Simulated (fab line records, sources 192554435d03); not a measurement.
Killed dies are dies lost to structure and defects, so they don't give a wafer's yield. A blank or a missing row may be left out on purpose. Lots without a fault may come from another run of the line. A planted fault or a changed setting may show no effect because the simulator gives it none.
One fault seen from 3 desks | flow n5_finfet | each desk has only its own numbers; what lay behind them comes last

THE METROLOGY DESK
What the gauges read, lot by lot, whatever tool the lot ran on: means of the sampled wafers that have a number. A lot is out of limits, marked OUT, if its mean lies more than 4 standard deviations from the usual mean; the brackets give that distance.
Columns: A = cd_nm at N5_BEOL_M5_CD_MEAS_18, usual 27.99 nm; B = cd_nm at N5_BEOL_M5_CD_MEAS_28, usual 30.58 nm; C = V4_OVL at N5_BEOL_M5_OVL_MEAS_29, usual 0.4 nm
lot  | first seen here | A     | B     | C
L160 | day 8 08:50     | 28.13 | 30.69 | 1.2
L167 | day 10 12:30    | 28.10 | 30.74 | 0.7
L172 | day 11 13:14    | 27.83 | 30.62 | 1.0
L175 | day 12 08:01    | 27.77 | 30.61 | 1.0
L178 | day 13 02:47    | 27.98 | 30.57 | 1.2
L181 | day 13 22:41    | 28.04 | 30.48 | 0.0
This desk's finding: nothing out of limits on any of the 6 lots.

THE DEFECT DESK
What the inspections along the route counted, lot by lot: means of the sampled wafers that have a number. A lot is out of limits, marked OUT, if its mean lies more than 4 standard deviations from the usual mean; the brackets give that distance.
Columns: A = raw_defect_count at N5_BEOL_M5_INSPECT_30, usual 421
lot  | first seen here | A
L160 | day 8 13:56     | 424
L167 | day 10 13:19    | 416
L172 | day 11 13:56    | 485
L175 | day 12 08:37    | 336
L178 | day 13 03:46    | 385
L181 | day 14 00:20    | 398
This desk's finding: nothing out of limits on any of the 6 lots.

THE TOOL OWNER'S DESK: litho_track-02
The tool's own readings at N5_BEOL_M5_COAT_22 (resist thk 30 nm): means of the sampled wafers that have a number, for each lot that ran on this tool. A lot is out of limits, marked OUT, if its mean lies more than 4 standard deviations from the usual mean; the brackets give that distance.
Columns: A = spin_speed_rpm at N5_BEOL_M5_COAT_22, usual 1500.1 rpm
lot  | first seen here | A
L160 | day 8 13:34     | 1500.3
L172 | day 11 13:27    | 1622.2 (+99 or more) OUT
L175 | day 12 08:15    | 1621.9 (+99 or more) OUT
This desk's finding: out of limits on L172, L175; first on L172, day 11 13:27 (spin_speed_rpm at N5_BEOL_M5_COAT_22). In limits: L160.

PUT TOGETHER
The tool owner's desk could have raised an alarm at day 11 13:27, on L172, L175.
The metrology desk saw nothing out of limits.
The defect desk saw nothing out of limits.
The metrology desk has L172, L175 on record, within its limits.
The defect desk has L172, L175 on record, within its limits.
Of the lots named, all ran N5_BEOL_M5_COAT_22 on litho_track-02.

WHAT THE SIMULATOR HAD PUT IN
Process parameter drift: litho_track-02, from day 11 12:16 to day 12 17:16, at N5_BEOL_M5_COAT_22. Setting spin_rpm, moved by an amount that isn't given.
Lots struck among those shown: L172, L175.
Hours from the fault's start to each desk's first reading out of limits: the tool owner's desk, 1.
